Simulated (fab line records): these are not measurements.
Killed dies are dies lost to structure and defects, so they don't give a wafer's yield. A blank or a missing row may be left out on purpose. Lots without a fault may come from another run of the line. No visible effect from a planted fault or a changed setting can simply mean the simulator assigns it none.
Matching of chambers || flow nand harc || 4 sister chambers for NHARC_A_CONTACT_ETCH_102 on rie diel-06
The step etches the open film in CF4/O2, target depth 100 nm, overetch 10 nm, time 55 s. 4 wafers are shown with their chamber, then 7 later ones without.

WAFERS WITH THEIR CHAMBER
{"wafer": "L086.3", "chamber": 2, "drypump motor current A (A)": 5.2}
{"wafer": "L086.6", "chamber": 3, "drypump motor current A (A)": 6.0}
{"wafer": "L087.1", "chamber": 1, "drypump motor current A (A)": 6.7}
{"wafer": "L087.3", "chamber": 0, "drypump motor current A (A)": 5.7}

WAFERS WHOSE CHAMBER IS MISSING
{"wafer": "L087.4", "drypump motor current A (A)": 5.3}
{"wafer": "L093.1", "drypump motor current A (A)": 5.2}
{"wafer": "L093.4", "drypump motor current A (A)": 6.0}
{"wafer": "L093.6", "drypump motor current A (A)": 6.0}
{"wafer": "L092.1", "drypump motor current A (A)": 6.8}
{"wafer": "L092.2", "drypump motor current A (A)": 5.2}
{"wafer": "L092.5", "drypump motor current A (A)": 6.1}

THE CHAMBER EACH PASSED THROUGH
{"wafer": "L087.4", "from the rows above": 2, "in truth": 2}
{"wafer": "L093.1", "from the rows above": 2, "in truth": 2}
{"wafer": "L093.4", "from the rows above": 3, "in truth": 3}
{"wafer": "L093.6", "from the rows above": 3, "in truth": 3}
{"wafer": "L092.1", "from the rows above": 1, "in truth": 1}
{"wafer": "L092.2", "from the rows above": 2, "in truth": 2}
{"wafer": "L092.5", "from the rows above": 3, "in truth": 3}
Correct placement for 7 of the 7. Not placeable from these rows: 0. Wrongly placed: 0.
How it was worked out, from the rows above alone: a wafer's distance from a chamber is the root of the sum, over the readings, of the square of ((its reading less the chamber's mean) divided by the reading's scatter). If the next closest chamber is less than 2 further off than the closest, the wafer can't be placed; otherwise it belongs to the closest. Each chamber's mean is taken over the wafers shown for it. The scatter: with one shown wafer a chamber, the root of the mean of the squares of how far each hidden wafer lies from its nearest shown one.
